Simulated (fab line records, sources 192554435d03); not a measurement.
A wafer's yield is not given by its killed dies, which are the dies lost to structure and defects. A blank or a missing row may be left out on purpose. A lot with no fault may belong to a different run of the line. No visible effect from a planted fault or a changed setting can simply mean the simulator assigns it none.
Matching of chambers	flow n5_finfet	rie_diel-02 running N5_BEOL_M0_SAQP_ETCH_88: 4 sister chambers
The step etches underlayer in N2/H2, target depth 6.5 nm, time 5.2 s. 22 wafers are shown with their chamber, then 11 later ones without.

WAFERS WITH THEIR CHAMBER
wafer	chamber	showerhead_plenum_p_Torr (Torr)	throttle_valve_pct (%)	drypump_motor_current_A (A)
L077.1	2	2.66	17.84	5.7
L077.2	1	2.59	18.14	6.1
L077.4	0	2.58	18.04	5.6
L078.1	2	2.66	17.88	5.8
L078.2	0	2.58	18.01	5.6
L078.4	3	2.73	17.65	5.7
L079.1	2	2.66	17.86	5.7
L079.4	3	2.73	17.69	5.7
L079.6	3	2.72	17.65	5.7
L080.2	2	2.66	17.89	5.7
L080.3	0	2.58	18.04	5.6
L080.4	1	2.59	18.14	6.1
L081.3	0	2.58	18.02	5.6
L081.4	1	2.59	18.14	6.0
L081.6	1	2.59	18.15	6.0
L084.1	0	2.58	18.02	5.6
L084.3	1	2.59	18.16	6.0
L084.5	0	2.58	18.03	5.6
L086.1	3	2.72	17.70	5.7
L086.2	1	2.58	18.16	6.0
L086.3	0	2.58	18.04	5.6
L090.1	3	2.72	17.69	5.7

SIGNATURES, as means of the wafers listed above
reading	chamber 0	chamber 1	chamber 2	chamber 3	scatter within a chamber
showerhead_plenum_p_Torr	2.5800	2.5883	2.6600	2.7240	0.00336
throttle_valve_pct	18.0286	18.1483	17.8675	17.6760	0.0169
drypump_motor_current_A	5.600	6.033	5.725	5.700	0.034
Rule: for each reading, subtract the chamber's mean from the wafer's reading, divide by that reading's scatter and square the result; add these up over the readings and take the root, which gives the wafer's distance from the chamber. If the next closest chamber is less than 2 further off than the closest, the wafer can't be placed; otherwise it belongs to the closest. The scatter: take each reading less its chamber's mean, square it, sum over the shown wafers, divide by the number of wafers less the number of chambers, and take the root.

WAFERS WHOSE CHAMBER IS MISSING
wafer	showerhead_plenum_p_Torr (Torr)	throttle_valve_pct (%)	drypump_motor_current_A (A)
L090.5	2.57	18.05	5.6
L090.6	2.58	18.13	6.1
L093.2	2.71	17.73	5.7
L093.4	2.57	18.10	5.5
L093.6	2.58	18.16	6.1
L076.2	2.57	18.08	5.6
L076.3	2.71	17.70	5.7
L076.5	2.71	17.72	5.7
L096.1	2.57	18.10	5.6
L096.3	2.58	18.18	6.0
L096.4	2.71	17.71	5.7

CHAMBER TAKEN BY EACH
wafer	from the rows above	in truth
L090.5	0	0
L090.6	1	1
L093.2	3	3
L093.4	0	0
L093.6	1	1
L076.2	0	0
L076.3	3	3
L076.5	3	3
L096.1	0	0
L096.3	1	1
L096.4	3	3
11 of 11 placed correctly. Can't be placed from these rows: 0. 0 placed wrongly.
